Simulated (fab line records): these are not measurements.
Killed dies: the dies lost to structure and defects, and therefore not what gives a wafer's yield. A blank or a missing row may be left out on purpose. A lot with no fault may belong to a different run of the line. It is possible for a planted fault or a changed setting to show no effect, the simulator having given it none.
fab line records	flow n5_finfet
record: lots: 24	wafers: 72	last_day: 17
route steps=1938 shown BEOL_M5@1176 BEOL_M6@1194
lots untouched by any fault: they come from a run of this same line in which no faults occurred
start_h: hours from the record's opening day to when the first of the lot's shown wafers began	wait_h: hours elapsed since this lot's preceding step	" the same as in the row above	L1.1+2: a row that stands for several wafers	- no value, or no start given	* or withheld: withheld	< > ~ a bound
route shown NAME@n: a module of which the file shows steps, and the number in the route of the first	usual: mean and standard deviation over wafers with no fault	same: alike in all rows	chamber/n: place in a boat	sites: the reading at each site	_std_site: standard deviation of those values	_edge_site: the outer-site mean with the inner-site mean subtracted	radius_mm: how far each site lies from the wafer's centre	mask NAME#n: copy n	behind: the last tool/chamber to shape the wafer	hold: why the lot went on hold/how many hours it stayed there/how the hold came to an end	device: the transistor (n, p or np) that didn't switch	end of line: tests run on the same wafers once the route is complete	a step without rows: its recipe alone	killed: dies lost to structure and defects at the first sort, not the wafer's yield	map: the dies of a wafer, with x for killed, . for not killed, _ for no die there
set.NAME: setting as actually run; set.NAME@STEP: the setting as run at that earlier step	model.NAME: the simulator's own value behind a step, which no gauge read
a sample of lots followed through the steps of the route, with each step as a table and each wafer as a row
services: when a tool's chamber went out of use (start_h, in hours from the record's first day, below 0 if earlier), for how many hours, and the reason
== steps ==
step: N5_BEOL_M5_ANNEAL_49
recipe: temp_c: 400	time_s: 1800	ambient: vacuum
usual: heater_power_w: 848/86
lot.wafer	tool	chamber	start_h	wait_h	heater_power_w
L074.2	pvd_sputter-02	-	175.12	0.0	1011
L074.5	"	-	"	"	815
L074.6	"	-	"	"	754
L075.3	pvd_sputter-03	-	180.13	0.0	962
L075.4	"	-	"	"	759
L075.5	"	-	"	"	877
L077.1	pvd_sputter-01	-	180.26	0.0	938
L077.3	"	-	"	"	815
L077.5	"	-	"	"	816
L076.2	pvd_sputter-02	-	185.51	0.0	989
L076.4	"	-	"	"	747
L076.6	"	-	"	"	742
L079.1	pvd_sputter-02	-	205.79	0.0	949
L079.4	"	-	"	"	908
L079.6	"	-	"	"	813
L080.1	pvd_sputter-03	-	207.04	0.0	797
L080.3	"	-	"	"	734
L080.6	"	-	"	"	885
L078.1	pvd_sputter-02	-	212.18	0.0	969
L078.3	"	-	"	"	817
L078.6	"	-	"	"	991
L081.1	pvd_sputter-01	-	214.57	0.0	937
L081.4	"	-	"	"	713
L081.6	"	-	"	"	932
L082.1	pvd_sputter-03	-	215.72	0.0	754
L082.4	"	-	"	"	942
L082.6	"	-	"	"	898
L083.1	pvd_sputter-01	-	219.40	0.0	795
L083.2	"	-	"	"	941
L083.4	"	-	"	"	899
L084.3	pvd_sputter-03	-	221.93	0.0	730
L084.5	"	-	"	"	927
L084.6	"	-	"	"	755
L085.2	pvd_sputter-03	-	239.96	0.0	953
L085.4	"	-	"	"	863
L085.6	"	-	"	"	768
L086.1	pvd_sputter-02	-	243.69	0.0	742
L086.2	"	-	"	"	802
L086.4	"	-	"	"	896
L087.2	pvd_sputter-03	-	254.36	0.0	743
L087.5	"	-	"	"	738
L087.6	"	-	"	"	967
L088.2	pvd_sputter-03	-	260.88	0.0	945
L088.3	"	-	"	"	880
L088.5	"	-	"	"	885
L090.1	pvd_sputter-01	-	264.57	0.0	802
L090.3	"	-	"	"	911
L090.6	"	-	"	"	920
L089.2	pvd_sputter-02	-	270.16	0.0	973
L089.3	"	-	"	"	891
L089.6	"	-	"	"	900
L091.4	pvd_sputter-01	-	275.35	0.0	938
L091.5	"	-	"	"	905
L091.6	"	-	"	"	736
L092.1	pvd_sputter-01	-	279.81	0.0	933
L092.4	"	-	"	"	711
L092.6	"	-	"	"	926
L093.1	pvd_sputter-02	-	288.02	0.0	801
L093.4	"	-	"	"	762
L093.5	"	-	"	"	959
L094.2	pvd_sputter-01	-	293.54	0.0	827
L094.3	"	-	"	"	700
L094.4	"	-	"	"	915
L095.1	pvd_sputter-03	-	298.47	0.0	891
L095.3	"	-	"	"	763
L095.4	"	-	"	"	950
L096.2	pvd_sputter-03	-	308.34	0.0	756
L096.3	"	-	"	"	771
L096.6	"	-	"	"	747
L097.1	pvd_sputter-01	-	313.38	0.0	708
L097.4	"	-	"	"	925
L097.5	"	-	"	"	808
step: N5_BEOL_M5_SPUTTER_90
recipe: material: Cu	target_thk_a: 45	temp_c: -20	chamber_pressure_pa: 0.07	power_w: withheld	time_s: 8.29
usual: throttle_valve_pct: 29.8/1.3
lot.wafer	tool	chamber	start_h	wait_h	throttle_valve_pct
L074.2	pvd_sputter-02	-	179.39	0.5	29.9
L074.5	"	-	"	"	28.2
L074.6	"	-	"	"	29.5
L075.3	pvd_sputter-03	-	184.40	0.5	29.8
L075.4	"	-	"	"	28.1
L075.5	"	-	"	"	31.4
L077.1	pvd_sputter-01	-	184.53	0.5	31.3
L077.3	"	-	"	"	29.3
L077.5	"	-	"	"	29.2
L076.2	pvd_sputter-02	-	189.77	0.5	29.5
L076.4	"	-	"	"	29.6
L076.6	"	-	"	"	29.6
L079.1	pvd_sputter-02	-	210.06	0.5	29.8
L079.4	"	-	"	"	29.4
L079.6	"	-	"	"	27.8
L080.1	pvd_sputter-03	-	211.31	0.5	28.1
L080.3	"	-	"	"	32.0
L080.6	"	-	"	"	31.3
L078.1	pvd_sputter-02	-	216.45	0.5	29.6
L078.3	"	-	"	"	27.8
L078.6	"	-	"	"	29.8
L081.1	pvd_sputter-01	-	218.84	0.5	31.2
L081.4	"	-	"	"	28.2
L081.6	"	-	"	"	31.4
L082.1	pvd_sputter-03	-	219.99	0.5	27.9
L082.4	"	-	"	"	29.9
L082.6	"	-	"	"	31.4
L083.1	pvd_sputter-01	-	223.66	0.5	29.0
L083.2	"	-	"	"	31.3
L083.4	"	-	"	"	30.4
L084.3	pvd_sputter-03	-	229.83	4.1	32.3
L084.5	"	-	"	"	29.8
L084.6	"	-	"	"	32.4
L085.2	pvd_sputter-03	-	244.23	0.5	29.5
L085.4	"	-	"	"	31.3
L085.6	"	-	"	"	28.2
L086.1	pvd_sputter-02	-	247.96	0.5	29.5
L086.2	"	-	"	"	28.0
L086.4	"	-	"	"	29.5
L087.2	pvd_sputter-03	-	258.63	0.5	32.2
L087.5	"	-	"	"	32.0
L087.6	"	-	"	"	30.0
L088.2	pvd_sputter-03	-	265.15	0.5	30.1
L088.3	"	-	"	"	31.3
L088.5	"	-	"	"	31.6
L090.1	pvd_sputter-01	-	268.84	0.5	29.3
L090.3	"	-	"	"	31.2
L090.6	"	-	"	"	30.2
L089.2	pvd_sputter-02	-	274.43	0.5	29.8
L089.3	"	-	"	"	29.0
L089.6	"	-	"	"	29.6
L091.4	pvd_sputter-01	-	279.61	0.5	31.3
L091.5	"	-	"	"	30.3
L091.6	"	-	"	"	28.4
L092.1	pvd_sputter-01	-	284.08	0.5	31.3
L092.4	"	-	"	"	28.2
L092.6	"	-	"	"	31.1
L093.1	pvd_sputter-02	-	292.28	0.5	27.8
L093.4	"	-	"	"	29.7
L093.5	"	-	"	"	29.9
L094.2	pvd_sputter-01	-	297.81	0.5	29.4
L094.3	"	-	"	"	28.6
L094.4	"	-	"	"	31.2
L095.1	pvd_sputter-03	-	302.74	0.5	31.2
L095.3	"	-	"	"	32.2
L095.4	"	-	"	"	29.6
L096.2	pvd_sputter-03	-	312.61	0.5	32.1
L096.3	"	-	"	"	27.8
L096.6	"	-	"	"	32.1
L097.1	pvd_sputter-01	-	317.65	0.5	28.3
L097.4	"	-	"	"	31.2
L097.5	"	-	"	"	29.2
step: N5_BEOL_M5_RS_MEAS_57
recipe: thk_meas_gauge: four-point-probe	reads: Co_of_BEOL_M5_CO_CAP_78+Cu_of_BEOL_M5_ECD_50+Co_of_BEOL_M5_CVD_47+TaN_of_BEOL_M5_ALD_86
usual: M5_RS: 0.384/0.011
lot.wafer	tool	chamber	start_h	wait_h	M5_RS[ohm/sq]
L074.2	film_metro-01	-	180.52	0.1	0.391
L074.5	"	-	"	"	0.389
L074.6	"	-	"	"	0.399
L075.3	film_metro-02	-	185.45	0.1	0.386
L075.4	"	-	"	"	0.387
L075.5	"	-	"	"	0.392
L077.1	film_metro-02	-	185.90	0.0	0.395
L077.3	"	-	"	"	0.386
L077.5	"	-	"	"	0.384
L076.2	film_metro-02	-	190.83	0.1	0.392
L076.4	"	-	"	"	0.384
L076.6	"	-	"	"	0.395
L079.1	film_metro-01	-	211.14	0.1	0.371
L079.4	"	-	"	"	0.398
L079.6	"	-	"	"	0.380
L080.1	film_metro-02	-	212.40	0.1	0.402
L080.3	"	-	"	"	0.402
L080.6	"	-	"	"	0.382
L078.1	film_metro-01	-	217.51	0.0	0.392
L078.3	"	-	"	"	0.393
L078.6	"	-	"	"	0.381
L081.1	film_metro-02	-	219.89	0.0	0.394
L081.4	"	-	"	"	0.401
L081.6	"	-	"	"	0.398
L082.1	film_metro-01	-	221.07	0.1	0.367
L082.4	"	-	"	"	0.386
L082.6	"	-	"	"	0.377
L083.1	film_metro-02	-	224.75	0.1	0.382
L083.2	"	-	"	"	0.357
L083.4	"	-	"	"	0.380
L084.3	film_metro-02	-	230.97	0.1	0.397
L084.5	"	-	"	"	0.394
L084.6	"	-	"	"	0.404
L085.2	film_metro-01	-	245.37	0.1	0.394
L085.4	"	-	"	"	0.373
L085.6	"	-	"	"	0.392
L086.1	film_metro-01	-	249.01	0.0	0.388
L086.2	"	-	"	"	0.373
L086.4	"	-	"	"	0.390
L087.2	film_metro-02	-	259.90	0.1	0.376
L087.5	"	-	"	"	0.385
L087.6	"	-	"	"	0.383
L088.2	film_metro-01	-	267.03	0.1	0.392
L088.3	"	-	"	"	0.359
L088.5	"	-	"	"	0.384
L090.1	film_metro-01	-	269.91	0.0	0.392
L090.3	"	-	"	"	0.370
L090.6	"	-	"	"	0.390
L089.2	film_metro-02	-	276.10	0.1	0.363
L089.3	"	-	"	"	0.365
L089.6	"	-	"	"	0.369
L091.4	film_metro-01	-	280.67	0.0	0.362
L091.5	"	-	"	"	0.368
L091.6	"	-	"	"	0.383
L092.1	film_metro-02	-	285.46	0.0	0.378
L092.4	"	-	"	"	0.380
L092.6	"	-	"	"	0.379
L093.1	film_metro-02	-	293.34	0.0	0.392
L093.4	"	-	"	"	0.384
L093.5	"	-	"	"	0.399
L094.2	film_metro-02	-	299.19	0.1	0.395
L094.3	"	-	"	"	0.380
L094.4	"	-	"	"	0.383
L095.1	film_metro-02	-	303.85	0.0	0.377
L095.3	"	-	"	"	0.399
L095.4	"	-	"	"	0.372
L096.2	film_metro-02	-	313.78	0.1	0.369
L096.3	"	-	"	"	0.387
L096.6	"	-	"	"	0.373
L097.1	film_metro-01	-	318.70	0.0	0.369
L097.4	"	-	"	"	0.375
L097.5	"	-	"	"	0.395
step: N5_BEOL_M6_ILD_DEP_00
recipe: material: SiCOH_lowk	target_thk_a: 1797.5	temp_c: 300	precursor: DEMS/porogen	pressure_torr: 5	rf_w: 500	time_s: 33.4
usual: heater_power_w: 312/60	showerhead_plenum_p_Torr: 5.739/0.018	throttle_valve_pct: 13.9/0.69
lot.wafer	tool	chamber	start_h	wait_h	heater_power_w	showerhead_plenum_p_Torr	throttle_valve_pct
L074.2	pecvd-02	0	180.59	0.0	229	5.722	14.6
L074.5	"	1	"	"	303	5.710	14.8
L074.6	"	0	"	"	234	5.719	14.6
L075.3	pecvd-03	0	185.51	0.0	282	5.768	13.9
L075.4	"	2	"	"	361	5.726	13.5
L075.5	"	0	"	"	283	5.771	14.0
L077.1	pecvd-04	0	185.97	0.0	264	5.726	14.5
L077.3	"	1	"	"	420	5.741	13.5
L077.5	"	1	"	"	416	5.748	13.3
L076.2	pecvd-03	2	190.89	0.0	369	5.727	13.6
L076.4	"	1	"	"	280	5.742	14.4
L076.6	"	2	"	"	379	5.720	13.5
L079.1	pecvd-04	2	211.21	0.0	407	5.751	12.8
L079.4	"	0	"	"	302	5.737	14.4
L079.6	"	2	"	"	320	5.758	13.1
L080.1	pecvd-03	0	212.49	0.1	233	5.769	13.6
L080.3	"	2	"	"	378	5.739	13.4
L080.6	"	1	"	"	283	5.765	14.1
L078.1	pecvd-03	2	217.57	0.0	361	5.725	13.6
L078.3	"	1	"	"	287	5.765	14.2
L078.6	"	0	"	"	270	5.757	14.0
L081.1	pecvd-02	1	219.96	0.0	321	5.716	15.0
L081.4	"	1	"	"	327	5.710	14.8
L081.6	"	0	"	"	220	5.725	14.7
L082.1	pecvd-03	2	221.14	0.0	346	5.734	13.5
L082.4	"	1	"	"	257	5.772	14.1
L082.6	"	0	"	"	281	5.764	14.0
L083.1	pecvd-04	0	224.81	0.0	279	5.731	14.4
L083.2	"	1	"	"	380	5.751	13.4
L083.4	"	1	"	"	384	5.758	13.5
L084.3	pecvd-04	0	231.06	0.1	266	5.739	14.3
L084.5	"	2	"	"	380	5.752	13.1
L084.6	"	0	"	"	274	5.743	14.1
L085.2	pecvd-02	0	245.43	0.0	255	5.742	14.8
L085.4	"	0	"	"	259	5.720	14.6
L085.6	"	1	"	"	325	5.722	14.8
L086.1	pecvd-02	0	249.08	0.0	243	5.732	14.7
L086.2	"	2	"	"	299	5.725	12.6
L086.4	"	0	"	"	248	5.735	14.6
L087.2	pecvd-04	1	259.96	0.0	431	5.746	13.7
L087.5	"	2	"	"	337	5.735	13.4
L087.6	"	1	"	"	438	5.743	13.5
L088.2	pecvd-04	2	267.09	0.0	352	5.743	13.1
L088.3	"	0	"	"	302	5.730	14.4
L088.5	"	1	"	"	435	5.751	13.6
L090.1	pecvd-02	2	269.98	0.0	243	5.710	12.6
L090.3	"	1	"	"	340	5.704	15.0
L090.6	"	2	"	"	259	5.693	12.5
L089.2	pecvd-04	0	276.16	0.0	298	5.740	14.5
L089.3	"	2	"	"	376	5.725	13.2
L089.6	"	0	"	"	233	5.736	14.5
L091.4	pecvd-03	2	280.76	0.1	296	5.734	13.5
L091.5	"	0	"	"	223	5.756	13.5
L091.6	"	1	"	"	280	5.764	14.2
L092.1	pecvd-02	2	285.52	0.0	260	5.716	12.7
L092.4	"	0	"	"	252	5.716	14.8
L092.6	"	1	"	"	309	5.723	14.7
L093.1	pecvd-02	2	293.40	0.0	282	5.729	12.8
L093.4	"	2	"	"	286	5.726	12.3
L093.5	"	0	"	"	257	5.730	14.9
L094.2	pecvd-04	0	299.27	0.1	270	5.729	14.5
L094.3	"	1	"	"	449	5.739	13.3
L094.4	"	0	"	"	276	5.717	14.3
L095.1	pecvd-03	0	303.91	0.0	264	5.768	13.6
L095.3	"	1	"	"	267	5.765	14.1
L095.4	"	2	"	"	344	5.740	13.5
L096.2	pecvd-03	2	313.84	0.0	356	5.732	13.6
L096.3	"	0	"	"	269	5.757	13.8
L096.6	"	0	"	"	269	5.776	14.0
L097.1	pecvd-04	1	318.76	0.0	393	5.736	13.4
L097.4	"	2	"	"	317	5.748	13.3
L097.5	"	0	"	"	299	5.733	14.6
step: N5_BEOL_M6_ETCH_62
recipe: chemistry: N2/H2	target: SOC	target_depth_a: 1100	overetch_a: 220	mask_material: SiARC	temp_c: 40	time_s: 165	ion_energy_ev: 200	pressure_mtorr: 30	source_w: 840	bias_w: 150	n2_flow_sccm: 200	h2_flow_sccm: 200
usual: drypump_motor_current_A: 5.8/0.58	oes_product_au: 0.67/0.065	rf_vpp_V: 523.3/2.3	showerhead_plenum_p_Torr: 2.52/0.076	throttle_valve_pct: 17.87/0.27
lot.wafer	tool	chamber	start_h	wait_h	drypump_motor_current_A	oes_product_au	rf_hours_counter_h	rf_vpp_V	showerhead_plenum_p_Torr	throttle_valve_pct
L074.2	rie_diel-02	3	185.18	0.0	5.1	0.56	231	522.5	2.52	18.46
L074.5	"	0	"	"	5.3	0.74	-	522.5	2.49	17.51
L074.6	"	3	"	"	5.1	0.57	-	523.2	2.52	18.45
L075.3	rie_diel-06	2	189.09	0.0	6.0	0.62	161	521.1	2.43	17.65
L075.4	"	1	"	"	5.7	0.64	145	527.0	2.65	18.21
L075.5	"	2	"	"	6.0	0.62	-	521.5	2.43	17.64
L077.1	rie_diel-04	2	189.10	0.0	5.9	0.69	73	520.5	2.47	17.89
L077.3	"	1	"	"	5.9	0.81	5	523.1	2.50	17.69
L077.5	"	1	"	"	6.0	0.81	-	523.3	2.50	17.68
L076.2	rie_diel-04	2	194.20	0.0	5.9	0.69	76	521.1	2.47	17.88
L076.4	"	1	"	"	5.9	0.80	-	522.3	2.50	17.70
L076.6	"	2	"	"	5.8	0.70	-	522.5	2.47	17.88
L079.1	rie_diel-02	0	212.58	0.0	5.2	0.73	36	520.3	2.49	17.52
L079.4	"	1	"	"	5.5	0.59	220	525.1	2.63	18.14
L079.6	"	0	"	"	5.2	0.73	-	522.3	2.49	17.52
L080.1	rie_diel-06	0	215.03	0.0	6.9	0.66	123	521.9	2.45	17.55
L080.3	"	3	"	"	4.9	0.67	107	523.5	2.57	18.05
L080.6	"	2	"	"	5.9	0.61	-	520.7	2.43	17.67
L078.1	rie_diel-06	0	219.31	0.0	6.9	0.65	124	519.5	2.45	17.53
L078.3	"	2	"	"	6.0	0.61	174	521.3	2.43	17.67
L078.6	"	0	"	"	6.9	0.67	-	521.3	2.45	17.53
L081.1	rie_diel-06	2	222.02	0.0	5.9	0.61	175	519.9	2.43	17.66
L081.4	"	3	"	"	4.9	0.67	110	524.9	2.57	18.05
L081.6	"	2	"	"	5.9	0.61	-	522.2	2.43	17.67
L082.1	rie_diel-04	3	224.79	0.0	6.0	0.69	77	527.6	2.68	17.73
L082.4	"	1	"	"	6.0	0.78	19	522.4	2.49	17.71
L082.6	"	1	"	"	6.0	0.78	-	522.9	2.49	17.72
L083.1	rie_diel-06	0	226.71	0.0	6.8	0.65	126	521.6	2.45	17.55
L083.2	"	2	"	"	6.0	0.61	176	520.4	2.43	17.66
L083.4	"	1	"	"	5.7	0.62	159	526.4	2.65	18.24
L084.3	rie_diel-06	3	234.01	0.0	5.0	0.66	113	522.3	2.56	18.06
L084.5	"	3	"	"	4.9	0.66	-	524.2	2.56	18.06
L084.6	"	0	"	"	6.9	0.65	-	520.4	2.45	17.55
L085.2	rie_diel-02	0	247.82	0.0	5.2	0.72	49	523.5	2.49	17.54
L085.4	"	2	"	"	6.5	0.68	107	523.9	2.56	17.98
L085.6	"	0	"	"	5.2	0.72	-	521.6	2.48	17.56
L086.1	rie_diel-02	2	252.27	0.0	6.5	0.68	109	524.4	2.56	18.00
L086.2	"	3	"	"	5.1	0.56	250	522.2	2.51	18.48
L086.4	"	0	"	"	5.3	0.71	50	521.4	2.48	17.54
L087.2	rie_diel-04	0	263.19	0.0	6.5	0.76	22	522.3	2.48	17.53
L087.5	"	2	"	"	5.9	0.67	-	521.1	2.46	17.94
L087.6	"	1	"	"	6.0	0.74	-	522.9	2.49	17.74
L088.2	rie_diel-02	2	269.60	0.0	6.5	0.68	118	523.8	2.56	18.01
L088.3	"	0	"	"	5.3	0.70	60	522.6	2.48	17.55
L088.5	"	0	"	"	5.2	0.70	-	521.4	2.48	17.56
L090.1	rie_diel-06	2	272.90	0.0	6.0	0.59	190	520.4	2.42	17.69
L090.3	"	0	"	"	6.9	0.64	143	521.1	2.44	17.58
L090.6	"	2	"	"	6.0	0.60	-	520.2	2.42	17.68
L089.2	rie_diel-04	3	278.75	0.0	6.0	0.67	97	528.0	2.67	17.77
L089.3	"	1	"	"	6.0	0.74	40	522.7	2.48	17.74
L089.6	"	0	"	"	6.5	0.75	-	522.3	2.48	17.54
L091.4	rie_diel-04	0	283.08	0.0	6.5	0.75	28	522.6	2.48	17.55
L091.5	"	0	"	"	6.5	0.75	-	522.3	2.48	17.53
L091.6	"	3	"	"	6.0	0.67	-	526.7	2.67	17.75
L092.1	rie_diel-02	2	288.40	0.0	6.4	0.67	127	524.2	2.56	18.02
L092.4	"	3	"	"	5.1	0.81	-	522.7	2.51	18.09
L092.6	"	2	"	"	6.5	0.66	-	523.6	2.55	18.03
L093.1	rie_diel-02	3	296.97	0.0	5.1	0.79	11	521.4	2.50	18.10
L093.4	"	0	"	"	5.3	0.69	-	521.9	2.47	17.58
L093.5	"	3	"	"	5.1	0.78	-	522.3	2.50	18.10
L094.2	rie_diel-06	1	302.74	0.0	5.7	0.60	184	528.1	2.64	18.28
L094.3	"	3	"	"	4.9	0.64	138	525.1	2.55	18.10
L094.4	"	0	"	"	6.8	0.63	154	520.2	2.44	17.59
L095.1	rie_diel-06	0	306.17	0.0	6.8	0.63	155	521.2	2.44	17.60
L095.3	"	3	"	"	4.9	0.64	140	524.7	2.55	18.10
L095.4	"	2	"	"	6.0	0.59	202	520.0	2.42	17.70
L096.2	rie_diel-02	2	316.79	0.0	6.5	0.65	139	525.4	2.55	18.04
L096.3	"	1	"	"	5.5	0.81	7	525.9	2.61	17.77
L096.6	"	1	"	"	5.5	0.81	-	525.9	2.61	17.79
L097.1	rie_diel-04	2	320.87	0.0	5.8	0.66	123	521.0	2.45	17.96
L097.4	"	0	"	"	6.5	0.73	40	521.4	2.48	17.56
L097.5	"	1	"	"	5.9	0.72	-	521.0	2.48	17.78
step: N5_BEOL_M6_STRIP_67
recipe: chemistry: CF4	resist: SiARC	power_w: 300	bias_power_w: 75	pressure_mtorr: 50	cf4_flow_sccm: 150	rf_frequency_hz: 6e+07
usual: drypump_motor_current_A: 5.8/0.59	oes_product_au: 0.79/0.077	rf_vpp_V: 270.8/1.3	showerhead_plenum_p_Torr: 1.78/0.049	throttle_valve_pct: 13.57/0.25
lot.wafer	tool	chamber	start_h	wait_h	drypump_motor_current_A	oes_product_au	rf_hours_counter_h	rf_vpp_V	showerhead_plenum_p_Torr	throttle_valve_pct
L074.2	rie_diel-02	3	185.32	0.0	5.1	0.67	231	269.5	1.77	14.08
L074.5	"	0	"	"	5.2	0.87	-	270.7	1.75	13.04
L074.6	"	3	"	"	5.1	0.67	-	268.6	1.77	14.08
L075.3	rie_diel-06	2	189.23	0.0	5.9	0.73	161	271.7	1.72	13.49
L075.4	"	1	"	"	5.7	0.74	145	273.5	1.86	13.85
L075.5	"	2	"	"	5.9	0.72	-	270.1	1.72	13.50
L077.1	rie_diel-04	2	189.24	0.0	5.9	0.82	73	270.0	1.74	13.51
L077.3	"	1	"	"	6.0	0.97	5	269.7	1.76	13.37
L077.5	"	1	"	"	6.0	0.96	-	269.5	1.76	13.36
L076.2	rie_diel-04	2	194.34	0.0	5.8	0.82	76	270.7	1.74	13.53
L076.4	"	1	"	"	6.0	0.95	-	270.3	1.76	13.39
L076.6	"	2	"	"	5.8	0.82	-	270.3	1.74	13.54
L079.1	rie_diel-02	0	212.72	0.0	5.2	0.86	36	269.0	1.75	13.06
L079.4	"	1	"	"	5.5	0.70	220	273.3	1.84	13.87
L079.6	"	0	"	"	5.2	0.87	-	270.3	1.75	13.05
L080.1	rie_diel-06	0	215.18	0.0	6.9	0.77	123	269.1	1.74	13.40
L080.3	"	3	"	"	4.9	0.78	107	271.6	1.80	13.62
L080.6	"	2	"	"	5.9	0.72	-	270.1	1.72	13.51
L078.1	rie_diel-06	0	219.45	0.0	6.9	0.78	124	270.3	1.74	13.40
L078.3	"	2	"	"	5.9	0.73	174	270.1	1.72	13.55
L078.6	"	0	"	"	6.8	0.77	-	269.8	1.74	13.42
L081.1	rie_diel-06	2	222.17	0.0	5.9	0.72	175	271.2	1.72	13.52
L081.4	"	3	"	"	4.9	0.78	110	272.3	1.80	13.64
L081.6	"	2	"	"	5.9	0.72	-	270.4	1.72	13.52
L082.1	rie_diel-04	3	224.93	0.0	6.0	0.82	77	272.3	1.89	13.47
L082.4	"	1	"	"	5.9	0.92	19	271.3	1.76	13.39
L082.6	"	1	"	"	5.9	0.91	-	268.6	1.76	13.42
L083.1	rie_diel-06	0	226.85	0.0	6.8	0.77	126	268.8	1.74	13.42
L083.2	"	2	"	"	5.9	0.72	176	270.2	1.72	13.52
L083.4	"	1	"	"	5.7	0.73	159	273.6	1.85	13.91
L084.3	rie_diel-06	3	234.15	0.0	4.9	0.78	113	270.6	1.80	13.62
L084.5	"	3	"	"	4.9	0.78	-	272.6	1.80	13.65
L084.6	"	0	"	"	6.8	0.77	-	270.4	1.74	13.41
L085.2	rie_diel-02	0	247.97	0.0	5.2	0.85	49	269.4	1.75	13.09
L085.4	"	2	"	"	6.4	0.81	107	271.7	1.80	13.67
L085.6	"	0	"	"	5.2	0.85	-	272.1	1.75	13.10
L086.1	rie_diel-02	2	252.42	0.0	6.5	0.80	109	273.5	1.80	13.69
L086.2	"	3	"	"	5.1	0.66	250	270.0	1.76	14.13
L086.4	"	0	"	"	5.2	0.83	50	270.6	1.75	13.10
L087.2	rie_diel-04	0	263.34	0.0	6.6	0.90	22	272.6	1.76	13.33
L087.5	"	2	"	"	5.8	0.80	-	270.6	1.73	13.60
L087.6	"	1	"	"	5.9	0.89	-	271.0	1.75	13.44
L088.2	rie_diel-02	2	269.74	0.0	6.5	0.79	118	271.0	1.79	13.71
L088.3	"	0	"	"	5.3	0.83	60	270.5	1.74	13.10
L088.5	"	0	"	"	5.2	0.83	-	269.5	1.74	13.11
L090.1	rie_diel-06	2	273.05	0.0	6.0	0.71	190	269.6	1.71	13.58
L090.3	"	0	"	"	6.8	0.77	143	270.3	1.73	13.45
L090.6	"	2	"	"	5.9	0.70	-	270.9	1.71	13.54
L089.2	rie_diel-04	3	278.90	0.0	6.0	0.79	97	271.2	1.89	13.52
L089.3	"	1	"	"	5.9	0.87	40	272.1	1.75	13.46
L089.6	"	0	"	"	6.5	0.89	-	270.0	1.76	13.36
L091.4	rie_diel-04	0	283.23	0.0	6.5	0.89	28	267.8	1.76	13.36
L091.5	"	0	"	"	6.5	0.89	-	271.0	1.76	13.36
L091.6	"	3	"	"	6.0	0.79	-	272.8	1.89	13.53
L092.1	rie_diel-02	2	288.54	0.0	6.5	0.79	127	271.8	1.79	13.73
L092.4	"	3	"	"	5.1	0.94	-	270.3	1.76	13.58
L092.6	"	2	"	"	6.5	0.79	-	270.3	1.79	13.73
L093.1	rie_diel-02	3	297.11	0.0	5.1	0.93	11	269.9	1.76	13.58
L093.4	"	0	"	"	5.2	0.81	-	270.3	1.74	13.15
L093.5	"	3	"	"	5.1	0.93	-	269.8	1.76	13.58
L094.2	rie_diel-06	1	302.88	0.0	5.7	0.70	184	272.8	1.85	13.95
L094.3	"	3	"	"	4.9	0.75	138	271.0	1.80	13.71
L094.4	"	0	"	"	6.9	0.75	154	269.3	1.73	13.47
L095.1	rie_diel-06	0	306.31	0.0	6.9	0.74	155	269.8	1.73	13.47
L095.3	"	3	"	"	4.9	0.75	140	272.6	1.79	13.70
L095.4	"	2	"	"	6.0	0.70	202	269.4	1.71	13.56
L096.2	rie_diel-02	2	316.94	0.0	6.5	0.78	139	271.2	1.79	13.76
L096.3	"	1	"	"	5.5	0.95	7	272.8	1.83	13.38
L096.6	"	1	"	"	5.5	0.95	-	271.4	1.83	13.39
L097.1	rie_diel-04	2	321.01	0.0	5.8	0.78	123	268.8	1.73	13.63
L097.4	"	0	"	"	6.5	0.86	41	271.3	1.76	13.40
L097.5	"	1	"	"	6.0	0.87	-	270.6	1.75	13.49
== services ==
tool	chamber	start_h	hours	kind
rie_diel-04	1	151.30	-	clean
rie_diel-04	1	151.30	-	consumable_replace:focus_ring
rie_diel-04	1	151.30	20.6	scheduled_down
rie_diel-04	1	151.30	20.6	vent_cycle
rie_diel-06	2	154.30	2.7	repair
pecvd-03	-	182.57	0.5	repair
pecvd-02	-	184.46	1.2	repair
rie_diel-02	-	187.98	14.6	pm
rie_diel-04	0	191.11	-	clean
rie_diel-04	0	191.11	-	consumable_replace:focus_ring
rie_diel-04	0	191.11	17.0	scheduled_down
pecvd-04	-	197.88	0.6	repair
rie_diel-04	1	209.25	5.5	repair
rie_diel-04	0	234.06	1.5	repair
rie_diel-02	3	252.44	-	clean
rie_diel-02	3	252.44	-	consumable_replace:focus_ring
rie_diel-02	3	252.44	23.4	scheduled_down
rie_diel-02	3	252.44	23.4	vent_cycle
rie_diel-02	1	284.06	-	clean
rie_diel-02	1	284.06	-	consumable_replace:focus_ring
rie_diel-02	1	284.06	13.9	scheduled_down
rie_diel-02	1	284.06	13.9	vent_cycle
pecvd-04	-	304.29	2.8	pm
pecvd-04	2	309.11	4.2	repair
== key ==
fault none
